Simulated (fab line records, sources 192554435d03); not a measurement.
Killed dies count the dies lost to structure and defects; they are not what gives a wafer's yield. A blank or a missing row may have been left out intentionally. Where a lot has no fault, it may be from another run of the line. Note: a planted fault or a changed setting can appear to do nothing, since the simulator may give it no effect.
Chamber matching ; flow n5-finfet ; 4 sister chambers for N5_MOL_CONTACT_COAG_DESCUM_45 on rie-diel-01
The step chemistry O2, time 7 s. 18 wafers are shown with their chamber, then 9 later ones without.

EACH WAFER AND ITS CHAMBER
wafer;chamber;drypump-motor-current-A (A);showerhead-plenum-p-Torr (Torr);throttle-valve-pct (%)
L075.2;0;6.1;1.98;20.57
L075.3;1;5.3;2.08;20.48
L075.4;2;6.4;2.05;20.39
L077.2;3;5.7;2.05;20.34
L077.4;2;6.4;2.05;20.40
L077.5;2;6.3;2.05;20.39
L078.1;2;6.4;2.04;20.42
L078.2;0;6.1;1.98;20.57
L078.4;3;5.7;2.05;20.34
L079.2;1;5.3;2.08;20.50
L079.3;3;5.7;2.05;20.36
L079.5;2;6.3;2.04;20.41
L084.1;3;5.7;2.04;20.38
L084.2;1;5.3;2.07;20.51
L084.4;1;5.3;2.07;20.51
L086.1;0;6.1;1.97;20.61
L086.3;3;5.7;2.04;20.39
L086.4;3;5.7;2.04;20.41

SIGNATURES (averages over the wafers above)
reading;chamber 0;chamber 1;chamber 2;chamber 3;scatter within a chamber
drypump-motor-current-A;6.100;5.300;6.360;5.700;0.0293
showerhead-plenum-p-Torr;1.9767;2.0750;2.0460;2.0450;0.00558
throttle-valve-pct;20.5833;20.5000;20.4020;20.3700;0.0213
Rule: for each reading, subtract the chamber's mean from the wafer's reading, divide by that reading's scatter and square the result; add these up over the readings and take the root, which gives the wafer's distance from the chamber. The wafer belongs to the nearest chamber; if the next one is less than 2 further off, it can't be placed. How the scatter is found: for the shown wafers, subtract from each reading the mean of its chamber, square and add these, divide the total by (wafers less chambers), then take the root.

WAFERS MISSING THEIR CHAMBER
wafer;drypump-motor-current-A (A);showerhead-plenum-p-Torr (Torr);throttle-valve-pct (%)
L089.4;5.3;2.07;20.55
L089.5;6.4;2.04;20.14
L089.6;5.3;2.07;20.55
L095.1;6.1;1.97;20.63
L095.5;5.3;2.07;20.54
L095.6;6.1;1.97;20.63
L097.1;5.3;2.06;20.57
L097.3;5.7;2.03;20.42
L097.5;5.7;2.03;20.42

WHICH CHAMBER EACH ONE RAN IN
wafer;from the rows above;in truth
L089.4;1;1
L089.5;2;2
L089.6;1;1
L095.1;0;0
L095.5;1;1
L095.6;0;0
L097.1;1;1
L097.3;3;3
L097.5;3;3
9 of 9 placed correctly. Not placeable from these rows: 0. 0 placed wrongly.
